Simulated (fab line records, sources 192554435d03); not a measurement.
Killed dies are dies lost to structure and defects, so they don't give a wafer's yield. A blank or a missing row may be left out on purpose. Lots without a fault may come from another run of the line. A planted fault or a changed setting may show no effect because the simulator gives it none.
Chamber matching | flow n5_finfet | N5_BEOL_M0_CVD_115 on cvd_co-02: 3 sister chambers
The step deposits Co from CCTBA/H2, time 120 s. 6 wafers are shown with their chamber, then 7 later ones without.

WAFERS WITH THEIR CHAMBER
wafer  | chamber | run_length_s (s)
L631.3 | 2       | 142.8
L632.2 | 0       | 141.9
L632.4 | 2       | 142.7
L633.2 | 1       | 142.6
L633.3 | 1       | 142.9
L633.4 | 0       | 142.2

WAFERS WITHOUT THEIR CHAMBER
wafer  | run_length_s (s)
L636.1 | 142.3
L636.3 | 142.3
L636.5 | 142.8
L638.2 | 142.9
L638.5 | 142.0
L639.1 | 143.0
L639.5 | 143.0

WHICH CHAMBER EACH WENT THROUGH
wafer  | from the rows above          | in truth
L636.1 | can't be placed: 0 or 1 or 2 | 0
L636.3 | can't be placed: 0 or 1 or 2 | 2
L636.5 | can't be placed: 1 or 2      | 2
L638.2 | can't be placed: 1 or 2      | 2
L638.5 | 0                            | 0
L639.1 | can't be placed: 1 or 2      | 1
L639.5 | can't be placed: 1 or 2      | 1
Placed correctly: 1 of 7. Can't be placed from these rows: 6 (the true chamber is among the candidates in 6). Placed wrongly: 0.
How it was worked out, from the rows above alone: a wafer's distance from a chamber is the root of the sum, over the readings, of the square of ((its reading less the chamber's mean) divided by the reading's scatter). The wafer belongs to the nearest chamber; if the next one is less than 2 further off, it can't be placed. A chamber's mean is the mean of its shown wafers. The scatter: the root of (the sum of the squares of (reading less its chamber's mean) over the shown wafers, divided by (wafers less chambers)).
